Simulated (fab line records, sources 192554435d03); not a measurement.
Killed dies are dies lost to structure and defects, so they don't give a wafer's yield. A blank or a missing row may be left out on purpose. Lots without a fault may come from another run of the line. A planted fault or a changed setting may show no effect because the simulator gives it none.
Chamber matching | flow n5_finfet | N5_BEOL_M0_SAQP_ETCH_106 on rie_diel-02: 4 sister chambers
The step etches SOC in N2/H2, stops on SiNx, target depth 150 nm. 8 wafers are shown with their chamber, then 10 later ones without.

WAFERS WITH THEIR CHAMBER
wafer  | chamber | drypump_motor_current_A (A) | throttle_valve_pct (%)
L081.3 | 0       | 5.1                         | 17.98
L081.4 | 3       | 5.9                         | 17.22
L087.6 | 1       | 5.6                         | 17.69
L088.1 | 1       | 5.6                         | 17.70
L088.2 | 0       | 5.1                         | 17.99
L088.6 | 2       | 6.5                         | 18.17
L089.1 | 3       | 5.8                         | 17.24
L089.3 | 2       | 6.5                         | 18.16

WAFERS WITHOUT THEIR CHAMBER
wafer  | drypump_motor_current_A (A) | throttle_valve_pct (%)
L089.5 | 6.5                         | 18.16
L091.1 | 5.9                         | 17.27
L091.3 | 5.6                         | 17.69
L091.5 | 6.5                         | 18.18
L093.1 | 5.7                         | 17.71
L093.3 | 5.1                         | 17.99
L093.4 | 5.9                         | 17.25
L097.2 | 5.6                         | 17.72
L097.3 | 5.1                         | 18.03
L097.6 | 5.1                         | 18.02

WHICH CHAMBER EACH WENT THROUGH
wafer  | from the rows above | in truth
L089.5 | 2                   | 2
L091.1 | 3                   | 3
L091.3 | 1                   | 1
L091.5 | 2                   | 2
L093.1 | 1                   | 1
L093.3 | 0                   | 0
L093.4 | 3                   | 3
L097.2 | 1                   | 1
L097.3 | 0                   | 0
L097.6 | 0                   | 0
Placed correctly: 10 of 10. Can't be placed from these rows: 0. Placed wrongly: 0.
How it was worked out, from the rows above alone: a wafer's distance from a chamber is the root of the sum, over the readings, of the square of ((its reading less the chamber's mean) divided by the reading's scatter). The wafer belongs to the nearest chamber; if the next one is less than 2 further off, it can't be placed. A chamber's mean is the mean of its shown wafers. The scatter: the root of (the sum of the squares of (reading less its chamber's mean) over the shown wafers, divided by (wafers less chambers)).
